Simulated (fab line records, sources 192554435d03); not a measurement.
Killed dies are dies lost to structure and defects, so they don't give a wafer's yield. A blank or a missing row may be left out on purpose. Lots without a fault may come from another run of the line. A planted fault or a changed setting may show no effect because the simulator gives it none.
fab line records | flow n5_finfet
record lots=9 wafers=27 last_day=17
route steps=1938 shown BEOL_M1@774 BEOL_M4@1111
lots that met no fault: from a run of the same line without faults
start_h: hours from the record's first day to the start of the lot's first wafer shown | wait_h: hours since the lot's step before | " the same as in the row above | L1.1+2: a row that stands for several wafers | - no value, or no start given | * or withheld: withheld | < > ~ a bound
route shown NAME@n: a module of which the file shows steps, and the number in the route of the first | usual: mean/standard deviation of fault-free wafers | same: alike in all rows | chamber/n: place in a boat | sites: the reading at each site | _std_site: their standard deviation | _edge_site: outer sites' mean less inner sites' | radius_mm: how far each site lies from the wafer's centre | mask NAME#n: copy n | behind: the tool/chamber that last shaped the wafer | hold: why the lot was held/for how many hours/how that ended | device: the transistor (n, p or np) that didn't switch | end of line: the same wafers' tests at the end of the route | a step without rows: its recipe alone | killed: dies lost to structure and defects at the first sort, not the wafer's yield | map: a wafer's dies, x killed, . not, _ none there
set.NAME: the setting as run; set.NAME@STEP: as run at that earlier step | model.NAME: the simulator's own value behind a step, which no gauge read
steps of the route over a sample of lots; a table a step, a row a wafer
services: from which hour (start_h, from the record's first day; less than 0 if before it) a tool's chamber was out of use, for how many hours, and why
## steps
# step N5_BEOL_M1_HM_OPEN_17
# recipe chemistry=Cl2/BCl3 target_depth_a=200 overetch_a=60 target=TiN mask_material=SOC ion_energy_ev=150 pressure_mtorr=10 icp_w=1000 bias_w=126 Cl2_flow_sccm=53.25 bcl3_flow_sccm=21.75 Ar_flow_sccm=25
# usual drypump_motor_current_A=5.7/0.54 mfc_ar_sccm=25.01/0.085 oes_product_au=0.71/0.042 throttle_valve_pct=22.12/0.14
# columns lot.wafer tool chamber start_h wait_h drypump_motor_current_A mfc_ar_sccm oes_product_au rf_hours_counter_h throttle_valve_pct
L122.1 rie_metal-03 0 137.84 0.0 6.3 25.02 0.74 20 21.93
L122.2 " 1 " " 5.5 25.08 0.80 3 22.02
L122.4 " 1 " " 5.5 25.05 0.80 - 22.00
L124.1 rie_metal-01 1 145.57 0.0 5.7 25.04 0.66 36 22.16
L124.3 " 0 " " 6.4 25.01 0.75 - 22.21
L124.5 " 0 " " 6.4 24.89 0.75 - 22.22
L127.1 rie_metal-01 0 167.42 0.0 6.3 25.08 0.75 11 22.21
L127.3 " 0 " " 6.3 25.02 0.75 - 22.22
L127.5 " 0 " " 6.3 25.05 0.76 - 22.22
L130.2 rie_metal-01 1 180.01 0.0 5.6 25.15 0.65 40 22.15
L130.4 " 1 " " 5.6 25.11 0.66 - 22.13
L130.6 " 1 " " 5.6 25.10 0.65 - 22.15
L135.4 rie_metal-03 0 212.70 0.1 6.3 25.02 0.70 - 21.96
L135.5 " 1 " " 5.5 24.98 0.75 - 22.04
L135.6 " 0 " " 6.3 24.89 0.71 - 21.94
L137.2 rie_metal-02 0 218.84 0.0 4.8 24.99 0.66 39 22.05
L137.3 " 1 " " 5.2 24.94 0.69 - 22.40
L137.4 " 0 " " 4.8 24.95 0.67 - 22.03
L140.1 rie_metal-02 1 235.42 0.0 5.3 25.10 0.68 27 22.40
L140.3 " 1 " " 5.2 25.14 0.70 - 22.40
L140.4 " 0 " " 4.8 25.13 0.66 - 22.04
L142.2 rie_metal-02 0 249.64 0.0 4.8 25.12 0.66 42 22.06
L142.3 " 1 " " 5.3 24.89 0.68 - 22.40
L142.4 " 0 " " 4.8 25.09 0.66 - 22.05
L143.2 rie_metal-03 0 255.93 0.0 6.3 24.99 0.70 30 21.97
L143.3 " 1 " " 5.5 24.94 0.73 - 22.07
L143.4 " 0 " " 6.3 25.09 0.69 - 21.96
# step N5_BEOL_M1_ALD_98
# recipe material=SiO2 target_thk_a=25 temp_c=100 ald_precursor_family=BDEAS ald_co_reactant=O2-plasma pulse_time_s=1 co_reactant_pulse_time_s=1 purge_time_s=2 co_reactant_purge_time_s=2 ald_cycles=17 pressure_torr=2
# usual heater_power_w=79/10 precursor_pulse_height_rel=1.001/0.018
# same co_reactant_pulse_time_s=1 pulse_time_s=1
# columns lot.wafer tool chamber start_h wait_h heater_power_w precursor_pulse_height_rel since_wet_clean_h
L122.1 ald_sin-01 1 138.62 0.1 77 0.996 236
L122.2 " 3 " " 78 0.975 236
L122.4 " 0 " " 78 1.010 236
L124.1 ald_sin-04 3 146.81 0.2 96 0.994 334
L124.3 " 0 " " 85 0.976 334
L124.5 " 1 " " 71 1.003 -
L127.1 ald_sin-03 1 168.27 0.1 92 1.007 161
L127.3 " 2 " " 72 1.021 161
L127.5 " 1 " " 90 0.999 -
L130.2 ald_sin-03 2 181.79 1.0 72 0.971 174
L130.4 " 1 " " 94 0.998 174
L130.6 " 2 " " 74 0.990 -
L135.4 ald_sin-03 3 213.44 0.1 63 1.021 206
L135.5 " 2 " " 71 1.012 -
L135.6 " 1 " " 94 0.994 -
L137.2 ald_sin-01 3 219.69 0.1 80 1.009 317
L137.3 " 2 " " 70 1.006 317
L137.4 " 0 " " 79 1.025 317
L140.1 ald_sin-04 1 236.39 0.1 70 0.997 46
L140.3 " 2 " " 83 0.998 46
L140.4 " 3 " " 103 1.006 46
L142.2 ald_sin-01 3 250.52 0.1 79 1.008 348
L142.3 " 0 " " 78 0.988 348
L142.4 " 2 " " 71 1.019 348
L143.2 ald_sin-01 3 256.81 0.1 79 0.991 355
L143.3 " 2 " " 68 1.006 355
L143.4 " 1 " " 81 0.993 355
# step N5_BEOL_M1_TRENCH_ETCH_37
# recipe chemistry=C4F6/O2 target_depth_a=552.07 target=SiOC time_s=29 ion_energy_ev=250 pressure_mtorr=30 source_w=355 bias_w=185 Ar_flow_sccm=300 C4F6_flow_sccm=10 O2_flow_sccm=10
# usual bias_w=185.1/0.54 drypump_motor_current_A=6.0/0.34 mfc_ar_sccm=299.9/0.95 oes_product_au=0.78/0.069 rf_vpp_V=667/7.4 showerhead_plenum_p_Torr=2.82/0.11 throttle_valve_pct=20.90/0.25
# columns lot.wafer tool chamber start_h wait_h bias_w drypump_motor_current_A mfc_ar_sccm oes_product_au rf_hours_counter_h rf_vpp_V showerhead_plenum_p_Torr throttle_valve_pct
L122.1 rie_diel-03 2 141.45 - 185.4 5.9 300.6 0.71 206 673 2.83 21.22
L122.2 " 3 " " 185.1 5.6 301.8 0.85 37 679 3.01 20.34
L122.4 " 0 " " 184.9 5.8 298.8 0.85 56 671 2.88 20.98
L124.1 rie_diel-01 2 147.46 - 185.2 5.5 299.5 0.68 246 675 2.91 21.30
L124.3 " 1 " " 185.8 6.3 301.2 0.91 21 661 2.78 20.95
L124.5 " 0 " " 184.4 5.9 300.1 0.78 - 656 2.86 20.87
L127.1 rie_diel-03 0 168.76 - 185.4 5.9 301.3 0.82 64 670 2.87 20.98
L127.3 " 3 " " 185.8 5.6 300.4 0.84 46 677 3.01 20.37
L127.5 " 1 " " 185.3 6.2 299.4 0.77 - 662 2.63 20.76
L130.2 rie_diel-03 2 184.03 - 185.7 6.0 299.3 0.70 219 672 2.83 21.23
L130.4 " 3 " " 184.6 5.6 300.4 0.83 51 678 3.01 20.36
L130.6 " 3 " " 185.7 5.6 299.9 0.85 - 678 3.01 20.37
L135.4 rie_diel-03 3 217.71 - 154.2 5.6 299.4 0.80 61 589 3.00 20.37
L135.5 " 3 " " 153.9 5.6 298.8 0.80 - 588 3.00 20.38
L135.6 " 2 " " 184.6 5.9 301.4 0.69 - 672 2.82 21.26
L137.2 rie_diel-03 1 227.32 - 185.5 6.2 299.3 0.76 143 661 2.62 20.77
L137.3 " 3 " " 154.2 5.6 300.3 0.80 63 589 3.00 20.38
L137.4 " 0 " " 183.9 5.8 300.7 0.80 82 670 2.87 21.02
L140.1 rie_diel-01 0 237.82 - 185.3 5.9 299.1 0.75 152 655 2.84 20.94
L140.3 " 1 " " 184.8 6.3 297.8 0.87 53 660 2.77 21.00
L140.4 " 1 " " 185.6 6.3 299.6 0.86 - 662 2.77 20.99
L142.2 rie_diel-01 1 251.79 - 185.3 6.3 301.1 0.86 57 659 2.77 21.01
L142.3 " 2 " " 185.6 5.5 300.2 0.93 11 675 2.90 20.96
L142.4 " 3 " " 185.2 6.0 300.5 0.72 198 657 2.83 20.98
L143.2 rie_diel-02 0 258.00 - 184.8 6.5 298.3 0.66 253 674 2.91 20.95
L143.3 " 1 " " 184.4 5.9 298.0 0.77 122 659 2.76 20.86
L143.4 " 3 " " 185.7 5.3 301.4 0.80 96 665 2.76 21.01
# step N5_BEOL_M1_STRIP_97
# recipe chemistry=N2/H2 time_s=10 power_w=450 temp_c=40 pressure_mtorr=20 rf_frequency_hz=6e+07 bias_power_w=7 n2_flow_sccm=200 h2_flow_sccm=200
# usual drypump_motor_current_A=6.0/0.34 h2_flow_sccm=200.0/0.6 oes_product_au=0.78/0.067 rf_vpp_V=59.1/0.9 showerhead_plenum_p_Torr=2.51/0.1 throttle_valve_pct=23.71/0.29
# columns lot.wafer tool chamber start_h wait_h drypump_motor_current_A h2_flow_sccm oes_product_au rf_hours_counter_h rf_vpp_V showerhead_plenum_p_Torr throttle_valve_pct
L122.1 rie_diel-03 2 - - 5.9 200.2 0.71 206 58.5 2.52 23.96
L122.2 " 3 " " 5.6 200.4 0.86 37 58.6 2.70 23.12
L122.4 " 0 " " 5.8 200.7 0.85 56 59.9 2.57 24.08
L124.1 rie_diel-01 2 - - 5.5 199.3 0.68 246 59.0 2.60 24.42
L124.3 " 1 " " 6.3 200.3 0.91 21 59.4 2.48 23.62
L124.5 " 0 " " 5.9 201.6 0.79 - 61.4 2.56 23.68
L127.1 rie_diel-03 0 - - 5.9 200.2 0.84 64 58.2 2.57 24.05
L127.3 " 3 " " 5.5 199.5 0.85 46 58.7 2.70 23.13
L127.5 " 1 " " 6.2 200.4 0.78 - 58.3 2.35 23.63
L130.2 rie_diel-03 2 - - 5.9 199.6 0.69 219 59.3 2.52 23.99
L130.4 " 3 " " 5.6 199.2 0.84 51 59.3 2.69 23.13
L130.6 " 3 " " 5.6 199.5 0.84 - 59.8 2.69 23.13
L135.4 rie_diel-03 3 - - 5.6 200.5 0.82 61 59.7 2.69 23.15
L135.5 " 3 " " 5.6 200.7 0.82 - 61.6 2.69 23.13
L135.6 " 2 " " 6.0 199.8 0.69 - 60.3 2.52 24.02
L137.2 rie_diel-03 1 - - 6.2 199.7 0.75 143 59.5 2.34 23.65
L137.3 " 3 " " 5.6 199.9 0.83 63 60.6 2.69 23.15
L137.4 " 0 " " 5.8 200.7 0.82 82 59.7 2.56 24.08
L140.1 rie_diel-01 0 - - 5.9 199.9 0.76 152 60.8 2.54 23.72
L140.3 " 1 " " 6.4 199.9 0.86 53 59.3 2.47 23.65
L140.4 " 1 " " 6.3 199.3 0.86 - 58.7 2.47 23.65
L142.2 rie_diel-01 1 - - 6.4 200.2 0.86 57 58.5 2.47 23.65
L142.3 " 2 " " 5.5 200.7 0.93 11 60.5 2.59 24.12
L142.4 " 3 " " 6.0 200.3 0.71 199 58.1 2.51 23.58
L143.2 rie_diel-02 2 - - 6.8 199.4 0.68 241 59.5 2.39 23.74
L143.3 " 3 " " 5.3 199.9 0.80 96 58.1 2.46 23.68
L143.4 " 3 " " 5.3 199.5 0.80 - 59.9 2.46 23.67
# step N5_BEOL_M4_RC_MEAS_101
# usual DIBL_N=35.8/1.5 DIBL_P=35.8/1.7 IOFF_N=0.151/0.022 IOFF_P=0.204/0.027 ION_N=673/8.6 ION_P=462/5.4 SS_N=71.4/0.54 SS_P=73.3/0.56 VT_N=250.5/2.6 VT_P=-251/3.1
# columns lot.wafer tool chamber start_h wait_h DIBL_N[mV/V] DIBL_P[mV/V] IOFF_N[nA/um] IOFF_P[nA/um] ION_N[uA/um] ION_P[uA/um] SS_N[mV/dec] SS_P[mV/dec] VT_N[mV] VT_P[mV]
L122.1 prober-01 0 195.01 0.0 36.7 36.4 0.153 0.202 689 467 71.5 73.5 251.2 -252
L122.2 " 0 " " 38.6 38.9 0.196 0.240 686 472 71.4 74.0 245.2 -247
L122.4 " 0 " " 35.3 34.2 0.126 0.182 673 462 70.3 72.3 252.9 -250
L124.1 prober-02 0 196.97 0.0 35.3 37.1 0.145 0.209 673 460 72.4 73.7 251.0 -248
L124.3 " 0 " " 35.8 37.9 0.164 0.219 684 470 71.9 73.7 247.8 -249
L124.5 " 0 " " 37.2 39.1 0.180 0.228 675 462 71.2 74.0 246.9 -250
L127.1 prober-01 0 213.03 0.0 35.9 35.1 0.147 0.208 672 461 71.2 73.5 249.1 -250
L127.3 " 0 " " 37.2 35.1 0.158 0.207 672 460 72.3 73.6 249.3 -251
L127.5 " 0 " " 34.3 32.0 0.118 0.164 659 457 71.1 72.1 252.1 -254
L130.2 prober-01 0 231.41 0.2 36.2 36.6 0.162 0.206 677 460 72.1 73.0 248.5 -249
L130.4 " 0 " " 35.1 35.4 0.136 0.191 669 462 72.1 72.4 253.7 -251
L130.6 " 0 " " 36.1 35.4 0.149 0.187 672 457 71.4 73.0 251.0 -253
L135.4 prober-02 0 262.43 0.5 36.1 36.3 0.154 0.225 681 468 71.6 73.2 248.3 -248
L135.5 " 0 " " 38.3 38.2 0.175 0.267 670 467 72.2 74.2 247.9 -244
L135.6 " 0 " " 36.5 37.3 0.153 0.239 673 469 70.9 72.9 251.3 -248
L137.2 prober-02 0 268.90 0.2 35.3 35.3 0.163 0.191 676 464 70.1 73.3 248.6 -249
L137.3 " 0 " " 35.0 34.6 0.152 0.175 676 460 71.7 72.3 249.7 -254
L137.4 " 0 " " 35.6 35.6 0.161 0.190 665 454 72.0 72.9 249.3 -252
L140.1 prober-01 0 293.58 0.0 35.5 35.9 0.154 0.236 683 470 71.2 73.3 249.0 -248
L140.3 " 0 " " 34.6 34.2 0.140 0.209 671 460 71.5 73.4 249.2 -248
L140.4 " 0 " " 34.8 34.8 0.146 0.215 678 466 71.4 73.5 249.4 -249
L142.2 prober-01 0 297.00 0.2 35.9 36.2 0.163 0.224 680 471 71.2 73.9 248.4 -248
L142.3 " 0 " " 35.7 37.0 0.162 0.232 677 472 71.3 74.4 247.8 -249
L142.4 " 0 " " 35.5 36.0 0.160 0.228 685 468 70.9 73.7 250.4 -251
L143.2 prober-02 0 304.03 0.2 35.6 34.9 0.128 0.158 664 450 71.2 72.5 251.8 -256
L143.3 " 0 " " 36.6 36.5 0.145 0.184 664 461 71.8 72.6 250.5 -252
L143.4 " 0 " " 36.2 35.5 0.137 0.164 670 460 70.7 73.4 250.4 -254
## services
# columns tool chamber start_h hours kind
ald_sin-03 - 132.20 2.8 pm
rie_metal-02 - 142.12 2.8 pm
ald_sin-04 2 143.47 6.4 repair
rie_metal-03 1 162.03 11.1 repair
ald_sin-04 3 165.82 4.6 repair
rie_metal-03 - 169.63 1.4 pm
rie_metal-03 - 171.03 15.6 pm
ald_sin-04 - 176.75 14.0 pm
ald_sin-04 0 176.75 14.0 vent_cycle
ald_sin-04 1 176.75 14.0 vent_cycle
ald_sin-04 2 176.75 14.0 vent_cycle
ald_sin-04 3 176.75 14.0 vent_cycle
rie_diel-01 2 187.71 - clean
rie_diel-01 2 187.71 - consumable_replace:focus_ring
rie_diel-01 2 187.71 28.1 scheduled_down
rie_diel-01 2 187.71 28.1 vent_cycle
ald_sin-04 0 190.75 - clean
ald_sin-01 3 192.74 - calibration
rie_metal-02 - 196.29 1.2 repair
ald_sin-04 0 211.37 2.3 repair
rie_diel-01 3 229.61 8.4 repair
ald_sin-01 0 240.41 8.6 repair
ald_sin-01 0 257.31 8.4 repair
rie_diel-03 2 257.83 5.3 repair
## key
first_sign step=N5_BEOL_M1_TRENCH_ETCH_37 reading=bias_w direction=down sigmas=57 usual=* struck=*
effect step=N5_BEOL_M1_TRENCH_ETCH_37 reading=rf_vpp_V direction=down sigmas=11 usual=667 struck=589
met_at N5_BEOL_M1_TRENCH_ETCH_37
struck_lots L135,L137
struck_wafers L135.4,L135.5,L137.3
not_acting_at N5_BEOL_M1_HM_OPEN_17,N5_BEOL_M1_ALD_98,N5_BEOL_M1_STRIP_97
onset_between 184.03 217.71
fault kind=process_parameter_drift tool=rie_diel-03 chamber=3 onset_h=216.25 steps=N5_BEOL_M1_TRENCH_ETCH_37 channel=bias_w offset=* shape=step end_h=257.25 acts_in=* stated=*
